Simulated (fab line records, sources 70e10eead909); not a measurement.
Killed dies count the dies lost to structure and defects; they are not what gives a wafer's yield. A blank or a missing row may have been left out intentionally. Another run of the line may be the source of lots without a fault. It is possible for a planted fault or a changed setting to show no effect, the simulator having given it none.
fab line records    flow nandHarc    part 1 of 2: steps 1 to 4 of 6
record lots=18  wafers=54  lastDay=33
route steps=1302 shown A_SGD_CUT@907 A_SLIT@938 A_CONTACT@1000
lots that met no fault: from a run of the same line without faults
startH: start of the lot's first displayed wafer, in hours after the record's first day    waitH: hours elapsed since this lot's preceding step    " repeats the value in the row above    L1.1+2: a row that stands for several wafers    - no value present, or no start provided    * or withheld: withheld    < > ~ a bound
route shown NAME@n: a module of which the file shows steps, and the number in the route of the first    usual: mean/standard deviation taken from wafers without a fault    same: alike in all rows    chamber/n: place in a boat    sites: readings site by site    _std_site: standard deviation of those values    _edge_site: the outer-site mean with the inner-site mean subtracted    radiusMm: how far each site lies from the wafer's centre    mask NAME#n: copy n    behind: the most recent tool/chamber to have shaped the wafer    hold: why the lot went on hold/how many hours it stayed there/how the hold came to an end    device: the n, p or np transistor that did not switch    end of line: the route-end tests of the same wafers    step lacking rows: just its recipe    killed: not the wafer's yield, but the dies lost to structure and defects at the first sort    map: the dies of a wafer, with x for killed, . for not killed, _ for no die there
set.NAME: the setting that was run; set.NAME@STEP: the one run at that earlier step    model.NAME: the simulator's own value behind a step, which no gauge read
a sample of lots followed through the steps of the route, with each step as a table and each wafer as a row
services: from which hour (startH, from the record's first day; less than 0 if before it) a tool's chamber was out of use, for how many hours, and why
## steps
# step NHARC_A_SGD_CUT_ETCH_15
# recipe targetDepthA=750  timeS=64.3  ch3fFlowSccm=50  o2FlowSccm=30  arFlowSccm=200  rfW=500  biasW=100  chemistry=CH3F/O2
# usual biasW=100.00/0.29  drypumpMotorCurrentA=5.4/0.47  oesProductAu=0.958/0.018  rfFwdPowerW=495.6/2  rfVppV=264.0/1.4  showerheadPlenumPTorr=2.46/0.083  throttleValvePct=20.663/0.0097
lot.wafer  tool        chamber  startH  waitH  biasW   drypumpMotorCurrentA  oesProductAu  rfFwdPowerW  rfHoursCounterH  rfVppV  showerheadPlenumPTorr  throttleValvePct
L075.2     rieDiel-10  1        -       -      100.21  5.5                   0.979         495.6        1                263.4   2.45                   20.683
L075.3     "           2        "       "      99.95   5.5                   0.948         498.9        1                264.2   2.47                   20.666
L075.5     "           3        "       "      100.52  4.9                   0.950         493.8        -                261.9   2.31                   20.662
L074.1     rieDiel-08  0        -       -      100.24  5.2                   0.959         496.1        6                262.2   2.36                   20.664
L074.6     "           3        "       "      100.24  5.4                   0.949         496.6        -                265.3   2.51                   20.650
L074.5     "           0        "       "      100.59  5.3                   0.966         498.3        -                262.3   2.36                   20.667
L076.2     rieDiel-08  3        -       -      99.95   5.4                   0.950         496.7        6                265.2   2.51                   20.667
L076.4     "           2        "       "      99.89   4.8                   0.963         496.4        5                262.7   2.45                   20.667
L076.6     "           0        "       "      99.65   5.3                   0.950         495.9        -                261.8   2.36                   20.657
L080.3     rieDiel-08  2        -       -      99.88   4.8                   0.954         497.5        8                263.1   2.45                   20.660
L080.2     "           3        "       "      100.60  5.4                   0.946         495.8        8                264.6   2.51                   20.663
L080.5     "           3        "       "      100.08  5.5                   0.954         497.3        -                263.7   2.51                   20.663
L079.1     rieDiel-10  3        -       -      99.70   4.9                   0.915         495.2        4                262.4   2.31                   20.655
L079.2     "           0        "       "      100.22  5.2                   0.915         495.6        1                263.8   2.49                   20.666
L079.5     "           3        "       "      99.57   4.9                   0.906         496.1        -                261.9   2.31                   20.662
L082.1     rieDiel-10  1        -       -      99.80   5.5                   0.938         493.2        4                263.7   2.45                   20.680
L082.2     "           2        "       "      99.99   5.4                   0.934         494.8        4                263.0   2.47                   20.666
L082.5     "           0        "       "      99.93   5.2                   0.931         495.2        -                265.0   2.49                   20.659
L081.2     rieDiel-08  1        -       -      100.19  5.0                   0.972         498.8        7                262.1   2.34                   20.671
L081.6     "           1        "       "      99.90   5.0                   0.964         498.3        -                262.4   2.34                   20.664
L081.4     "           3        "       "      99.36   5.4                   0.965         495.8        -                266.3   2.51                   20.656
L085.2     rieDiel-08  3        -       -      100.01  5.4                   0.955         498.7        11               263.6   2.51                   20.654
L085.4     "           2        "       "      99.74   4.8                   0.970         496.2        -                264.5   2.45                   20.662
L085.6     "           3        "       "      99.70   5.4                   0.959         496.9        -                266.0   2.51                   20.675
L083.2     rieDiel-09  2        -       -      100.16  5.7                   0.969         492.7        4                265.5   2.58                   20.640
L083.4     "           3        "       "      99.83   4.9                   0.947         496.7        3                262.3   2.44                   20.673
L083.6     "           3        "       "      100.13  4.8                   0.971         497.1        -                263.7   2.44                   20.663
L084.4     rieDiel-09  3        -       -      99.69   4.9                   0.954         493.4        3                262.4   2.44                   20.661
L084.3     "           1        "       "      99.54   6.4                   0.988         492.5        4                265.3   2.56                   20.663
L084.5     "           3        "       "      99.83   4.9                   0.950         495.0        -                263.4   2.44                   20.651
L086.3     rieDiel-08  2        -       -      99.85   4.8                   0.980         495.4        1                263.9   2.45                   20.662
L086.6     "           2        "       "      100.34  4.8                   0.982         495.0        -                265.5   2.45                   20.685
L086.5     "           0        "       "      99.83   5.2                   0.966         494.6        -                262.6   2.36                   20.667
L088.1     rieDiel-10  0        -       -      100.01  5.2                   0.975         492.8        5                264.7   2.49                   20.666
L088.6     "           2        "       "      99.53   5.4                   0.955         497.9        -                265.1   2.47                   20.679
L088.5     "           3        "       "      99.87   4.9                   0.953         495.3        -                262.4   2.31                   20.676
L087.2     rieDiel-09  3        -       -      100.09  4.9                   0.945         495.4        8                263.3   2.44                   20.656
L087.4     "           0        "       "      99.61   5.7                   0.948         497.5        8                264.6   2.54                   20.647
L087.3     "           1        "       "      99.48   6.4                   0.981         495.6        9                264.2   2.56                   20.667
L089.4     rieDiel-09  1        -       -      100.31  6.3                   0.947         492.0        9                265.5   2.56                   20.674
L089.3     "           2        "       "      99.93   5.8                   0.948         492.6        9                264.3   2.58                   20.663
L089.5     "           0        "       "      99.68   5.7                   0.926         492.6        -                266.4   2.54                   20.671
L090.2     rieDiel-09  0        -       -      100.16  5.6                   0.950         497.8        9                266.7   2.54                   20.660
L090.3     "           1        "       "      100.14  6.4                   0.951         494.8        10               265.7   2.56                   20.661
L090.4     "           0        "       "      100.39  5.6                   0.953         499.2        -                265.5   2.54                   20.669
L091.2     rieDiel-08  3        -       -      99.92   5.5                   0.982         494.9        3                264.7   2.50                   20.659
L091.4     "           1        "       "      99.96   4.9                   0.987         497.0        6                261.9   2.34                   20.649
L091.6     "           3        "       "      100.02  5.4                   0.976         497.4        -                263.6   2.50                   20.691
L096.3     rieDiel-09  3        -       -      100.23  4.8                   0.946         496.2        16               264.1   2.43                   20.680
L096.4     "           0        "       "      99.89   5.6                   0.950         494.1        16               264.0   2.53                   20.674
L096.5     "           3        "       "      100.31  4.9                   0.942         496.7        -                263.3   2.43                   20.664
L097.4     rieDiel-08  1        -       -      99.96   5.0                   0.973         495.6        10               262.7   2.34                   20.658
L097.3     "           3        "       "      100.26  5.4                   0.981         495.0        7                264.4   2.50                   20.655
L097.5     "           2        "       "      99.97   4.8                   0.977         498.3        -                264.8   2.45                   20.656
# step NHARC_A_SGD_CUT_THK_MEAS_22
# recipe thkMeasGauge=ellipsometry
# usual thkNm=148.0/1.6
lot.wafer  tool          chamber  startH  waitH  thkNm
L075.2     filmMetro-02  -        453.60  0.2    150.8
L075.3     "             -        "       "      145.7
L075.5     "             -        "       "      146.5
L074.1     filmMetro-01  -        463.36  0.2    148.8
L074.5     "             -        "       "      148.3
L074.6     "             -        "       "      149.7
L076.2     filmMetro-02  -        463.36  0.2    149.5
L076.4     "             -        "       "      148.0
L076.6     "             -        "       "      148.1
L079.1     filmMetro-02  -        509.00  0.2    147.7
L079.2     "             -        "       "      146.2
L079.5     "             -        "       "      149.4
L082.1     filmMetro-01  -        509.00  0.2    146.6
L082.2     "             -        "       "      147.3
L082.5     "             -        "       "      150.0
L080.2     filmMetro-02  -        509.00  0.2    147.5
L080.3     "             -        "       "      147.4
L080.5     "             -        "       "      149.8
L081.2     filmMetro-01  -        509.15  0.2    149.1
L081.4     "             -        "       "      145.4
L081.6     "             -        "       "      149.0
L083.2     filmMetro-02  -        539.98  0.2    149.6
L083.4     "             -        "       "      147.4
L083.6     "             -        "       "      146.5
L085.2     filmMetro-01  -        539.98  0.2    147.4
L085.4     "             -        "       "      147.7
L085.6     "             -        "       "      145.3
L084.3     filmMetro-02  -        540.13  0.2    152.3
L084.4     "             -        "       "      147.6
L084.5     "             -        "       "      150.8
L086.3     filmMetro-01  -        569.33  0.2    145.5
L086.5     "             -        "       "      147.3
L086.6     "             -        "       "      146.4
L088.1     filmMetro-01  -        591.19  0.2    149.2
L088.5     "             -        "       "      149.7
L088.6     "             -        "       "      149.8
L089.3     filmMetro-02  -        591.19  0.2    147.2
L089.4     "             -        "       "      148.1
L089.5     "             -        "       "      149.0
L087.2     filmMetro-01  -        591.19  0.2    147.0
L087.3     "             -        "       "      149.0
L087.4     "             -        "       "      148.5
L090.2     filmMetro-02  -        591.34  0.2    150.8
L090.3     "             -        "       "      150.4
L090.4     "             -        "       "      148.3
L091.2     filmMetro-02  -        620.32  0.2    145.3
L091.4     "             -        "       "      146.6
L091.6     "             -        "       "      150.4
L096.3     filmMetro-01  -        672.41  0.2    146.5
L096.4     "             -        "       "      144.4
L096.5     "             -        "       "      148.4
L097.3     filmMetro-01  -        678.13  0.2    146.4
L097.4     "             -        "       "      146.1
L097.5     "             -        "       "      147.9
# step NHARC_A_SLIT_ETCH_15
# recipe targetDepthA=62000  overEtchFrac=0.3  timeS=1612  ionEnergyEv=150  o2FlowSccm=400  cosFlowSccm=20  arFlowSccm=0  rfW=500  biasW=300  chemistry=O2/COS
# usual biasW=300.1/0.92  drypumpMotorCurrentA=5.7/0.4  oesProductAu=0.997/0.011  rfFwdPowerW=499.7/1.5  rfVppV=313.7/1.6  showerheadPlenumPTorr=3.08/0.093  throttleValvePct=28.330/0.0097
lot.wafer  tool        chamber  startH  waitH  biasW  drypumpMotorCurrentA  oesProductAu  rfFwdPowerW  rfHoursCounterH  rfVppV  showerheadPlenumPTorr  throttleValvePct
L075.2     rieDiel-11  1        -       -      300.1  5.4                   0.982         498.9        1.1              314.5   3.10                   28.348
L075.3     "           3        "       "      299.9  5.8                   0.998         499.5        1.2              313.2   3.09                   28.336
L075.5     "           1        "       "      299.4  5.3                   0.985         500.1        -                315.5   3.10                   28.329
L076.2     rieDiel-02  3        -       -      301.7  6.3                   0.983         501.5        2.7              312.6   3.00                   28.354
L076.4     "           0        "       "      300.7  5.7                   0.990         500.8        2.4              312.3   2.95                   28.324
L076.6     "           3        "       "      300.3  6.3                   0.973         499.8        -                312.5   3.00                   28.327
L074.1     rieDiel-02  3        -       -      300.1  6.3                   0.979         497.2        3.7              312.8   3.00                   28.335
L074.6     "           3        "       "      300.5  6.3                   0.988         498.4        -                313.6   3.00                   28.320
L074.5     "           0        "       "      301.9  5.7                   0.990         497.8        -                311.4   2.95                   28.316
L079.2     rieDiel-02  2        -       -      299.3  4.9                   1.016         500.3        5.3              313.1   2.94                   28.322
L079.1     "           3        "       "      300.5  6.3                   0.981         498.6        6.8              312.6   3.00                   28.331
L079.5     "           1        "       "      301.6  5.8                   1.005         500.5        -                315.5   3.19                   28.318
L082.1     rieDiel-02  0        -       -      301.6  5.7                   1.005         498.7        7.2              310.7   2.95                   28.309
L082.2     "           1        "       "      300.2  5.8                   0.997         500.6        6.1              316.3   3.19                   28.322
L082.5     "           0        "       "      299.9  5.8                   0.996         497.3        -                312.6   2.95                   28.335
L080.2     rieDiel-11  3        -       -      298.5  5.8                   1.003         500.0        2.6              313.0   3.09                   28.334
L080.3     "           0        "       "      299.3  5.7                   1.002         500.8        3.0              314.8   3.08                   28.318
L080.5     "           2        "       "      302.0  6.1                   1.005         500.3        -                315.0   3.19                   28.318
L081.4     rieDiel-11  0        -       -      299.0  5.7                   1.000         499.4        3.4              311.2   3.08                   28.326
L081.2     "           1        "       "      301.0  5.4                   0.990         500.6        4.0              313.9   3.10                   28.336
L081.6     "           3        "       "      299.8  5.8                   1.002         498.3        -                313.3   3.09                   28.321
L083.2     rieDiel-06  1        -       -      298.7  5.7                   0.998         500.7        2.4              313.7   3.13                   28.323
L083.4     "           2        "       "      300.5  6.2                   1.008         498.2        2.2              313.9   3.11                   28.329
L083.6     "           1        "       "      299.0  5.7                   1.004         500.8        -                315.2   3.13                   28.320
L085.4     rieDiel-11  3        -       -      298.9  5.8                   0.992         498.8        4.7              314.8   3.09                   28.338
L085.2     "           2        "       "      300.2  6.1                   0.986         502.4        4.8              314.7   3.18                   28.346
L085.6     "           3        "       "      299.9  5.8                   0.996         499.4        -                315.8   3.09                   28.335
L084.3     rieDiel-06  3        -       -      301.0  6.0                   0.978         500.2        2.3              317.6   3.28                   28.326
L084.4     "           0        "       "      302.4  5.2                   0.993         502.1        3.1              312.7   2.97                   28.329
L084.5     "           3        "       "      301.7  6.0                   0.987         499.8        -                317.0   3.28                   28.316
L086.3     rieDiel-11  3        575.50  0.5    300.1  5.8                   0.986         499.0        -                313.1   3.09                   28.335
L086.6     "           3        "       "      300.3  5.8                   0.989         497.6        -                312.3   3.09                   28.331
L086.5     "           1        "       "      301.2  5.3                   0.987         498.4        -                314.5   3.10                   28.326
L089.4     rieDiel-06  2        -       -      300.7  6.3                   1.008         498.7        5.1              313.2   3.11                   28.318
L089.3     "           3        "       "      299.8  6.0                   0.990         502.7        4.7              317.1   3.28                   28.338
L089.5     "           2        "       "      299.2  6.3                   1.015         499.9        -                314.0   3.11                   28.336
L088.1     rieDiel-02  0        -       -      299.8  5.8                   0.999         502.0        0.8              311.3   2.95                   28.331
L088.5     "           0        "       "      299.3  5.8                   0.990         499.7        -                312.1   2.95                   28.328
L088.6     "           1        "       "      298.6  5.8                   0.997         500.6        -                317.0   3.19                   28.340
L087.2     rieDiel-11  3        -       -      299.0  5.8                   1.008         498.0        8.1              314.4   3.09                   28.328
L087.4     "           0        "       "      300.2  5.7                   1.003         500.8        6.7              312.4   3.07                   28.335
L087.3     "           1        "       "      299.2  5.4                   0.988         500.1        8.1              313.8   3.10                   28.328
L090.2     rieDiel-06  1        -       -      299.0  5.7                   1.000         499.0        6.6              314.0   3.13                   28.333
L090.3     "           2        "       "      299.9  6.2                   1.000         498.5        6.1              315.4   3.11                   28.327
L090.4     "           0        "       "      300.6  5.2                   0.998         498.5        5.7              311.2   2.97                   28.307
L091.4     rieDiel-11  2        -       -      301.9  6.1                   1.002         501.7        0.5              313.8   3.18                   28.334
L091.2     "           0        "       "      298.8  5.8                   0.998         500.7        0.4              314.7   3.07                   28.328
L091.6     "           2        "       "      299.6  6.1                   0.997         501.2        -                315.4   3.18                   28.336
L096.4     rieDiel-11  2        -       -      300.5  6.1                   1.007         500.0        2.5              314.1   3.18                   28.338
L096.3     "           0        "       "      300.7  5.7                   1.008         501.8        1.8              313.1   3.07                   28.328
L096.5     "           1        "       "      300.3  5.3                   0.995         499.0        -                314.4   3.10                   28.333
L097.3     rieDiel-11  3        -       -      300.1  5.8                   0.997         499.9        2.3              312.6   3.09                   28.339
L097.4     "           0        "       "      299.4  5.7                   1.003         497.9        2.4              312.1   3.07                   28.330
L097.5     "           2        "       "      299.7  6.1                   1.012         499.2        -                317.0   3.18                   28.331
# step NHARC_A_CONTACT_DESCUM_47
# recipe timeS=3  o2FlowSccm=200  arFlowSccm=0  biasPowerW=0  chemistry=O2
# usual drypumpMotorCurrentA=5.7/0.44  oesProductAu=1.001/0.011  rfVppV=57.6/0.91  showerheadPlenumPTorr=1.87/0.07  throttleValvePct=11.312/0.0095
lot.wafer  tool        chamber  startH  waitH  drypumpMotorCurrentA  oesProductAu  rfHoursCounterH  rfVppV  showerheadPlenumPTorr  throttleValvePct
L075.2     rieDiel-13  3        497.61  0.1    6.3                   1.030         44               58.0    1.94                   11.314
L075.3     "           1        "       "      5.4                   0.998         45               57.2    2.03                   11.296
L075.5     "           0        "       "      5.4                   1.006         -                58.8    1.94                   11.315
L076.2     rieDiel-12  3        508.70  0.1    5.7                   1.010         7                57.1    1.95                   11.317
L076.4     "           0        "       "      5.2                   1.008         6                58.2    1.80                   11.313
L076.6     "           3        "       "      5.7                   0.999         -                59.0    1.95                   11.306
L074.1     rieDiel-13  2        508.86  0.1    5.7                   1.004         46               58.2    1.87                   11.325
L074.5     "           1        "       "      5.3                   1.001         -                58.5    2.02                   11.323
L074.6     "           2        "       "      5.7                   1.001         -                59.4    1.87                   11.316
L079.2     rieDiel-13  0        553.47  0.1    5.4                   0.971         8                57.9    1.94                   11.318
L079.1     "           1        "       "      5.4                   1.000         7                56.6    2.02                   11.306
L079.5     "           0        "       "      5.4                   0.963         -                58.1    1.94                   11.316
L082.1     rieDiel-12  0        553.63  0.1    5.2                   1.012         14               57.1    1.80                   11.310
L082.2     "           1        "       "      5.8                   1.001         14               56.2    1.84                   11.315
L082.5     "           3        "       "      5.7                   0.983         -                58.1    1.94                   11.307
L080.3     rieDiel-12  0        559.56  0.1    5.2                   1.020         15               57.1    1.80                   11.305
L080.2     "           1        "       "      5.8                   1.007         15               57.8    1.84                   11.331
L080.5     "           0        "       "      5.2                   1.017         -                56.4    1.80                   11.306
L081.4     rieDiel-12  2        565.46  0.1    6.4                   1.012         17               57.4    1.80                   11.313
L081.2     "           3        "       "      5.7                   0.982         17               57.4    1.94                   11.298
L081.6     "           1        "       "      5.8                   1.008         -                57.7    1.84                   11.320
L083.4     rieDiel-12  2        582.63  0.1    6.3                   1.013         24               57.5    1.79                   11.319
L083.2     "           3        "       "      5.7                   0.991         23               57.7    1.94                   11.315
L083.6     "           2        "       "      6.4                   1.007         -                57.0    1.80                   11.312
L084.3     rieDiel-12  0        588.62  0.1    5.2                   1.005         24               57.0    1.80                   11.312
L084.4     "           2        "       "      6.3                   1.011         25               57.1    1.79                   11.320
L084.5     "           3        "       "      5.7                   0.996         -                58.2    1.94                   11.314
L085.4     rieDiel-12  3        592.96  0.1    5.7                   0.990         26               58.4    1.94                   11.304
L085.2     "           0        "       "      5.2                   1.005         25               57.1    1.80                   11.295
L085.6     "           1        "       "      5.8                   1.014         -                58.6    1.83                   11.311
L086.3     rieDiel-12  1        613.08  0.1    5.8                   0.997         24               56.5    1.83                   11.320
L086.5     "           0        "       "      5.2                   0.998         -                57.3    1.79                   11.299
L086.6     "           1        "       "      5.8                   1.004         -                58.8    1.83                   11.302
L088.1     rieDiel-03  1        633.13  0.1    5.1                   1.000         59               56.8    1.87                   11.317
L088.5     "           0        "       "      6.4                   0.993         -                56.7    1.77                   11.296
L088.6     "           1        "       "      5.1                   1.005         -                58.0    1.87                   11.297
L089.3     rieDiel-13  2        633.16  0.1    5.7                   0.999         32               57.3    1.86                   11.303
L089.4     "           0        "       "      5.4                   0.987         35               56.9    1.93                   11.312
L089.5     "           2        "       "      5.7                   1.006         -                58.0    1.86                   11.321
L087.4     rieDiel-12  0        641.27  0.1    5.2                   1.013         1                55.6    1.79                   11.318
L087.2     "           1        "       "      5.8                   1.010         1                56.1    1.83                   11.312
L087.3     "           2        "       "      6.4                   0.999         1                56.3    1.79                   11.308
L090.2     rieDiel-12  3        641.83  0.1    5.7                   0.988         1                58.2    1.94                   11.317
L090.3     "           1        "       "      5.8                   1.004         1                56.6    1.83                   11.317
L090.4     "           2        "       "      6.4                   0.999         1                57.4    1.79                   11.320
L091.4     rieDiel-13  1        671.55  0.1    5.3                   0.992         48               59.8    2.01                   11.322
L091.2     "           3        "       "      6.3                   0.997         47               58.0    1.92                   11.314
L091.6     "           1        "       "      5.3                   0.974         -                58.6    2.01                   11.321
L096.4     rieDiel-13  3        719.50  0.1    6.4                   0.988         5                57.0    1.92                   11.306
L096.3     "           2        "       "      5.7                   1.001         5                59.0    1.86                   11.313
L096.5     "           0        "       "      5.4                   0.984         -                58.8    1.92                   11.306
L097.3     rieDiel-12  0        726.99  0.1    5.2                   1.013         17               55.1    1.79                   11.316
L097.4     "           1        "       "      5.8                   0.997         16               57.7    1.83                   11.312
L097.5     "           3        "       "      5.7                   1.001         -                57.5    1.93                   11.315
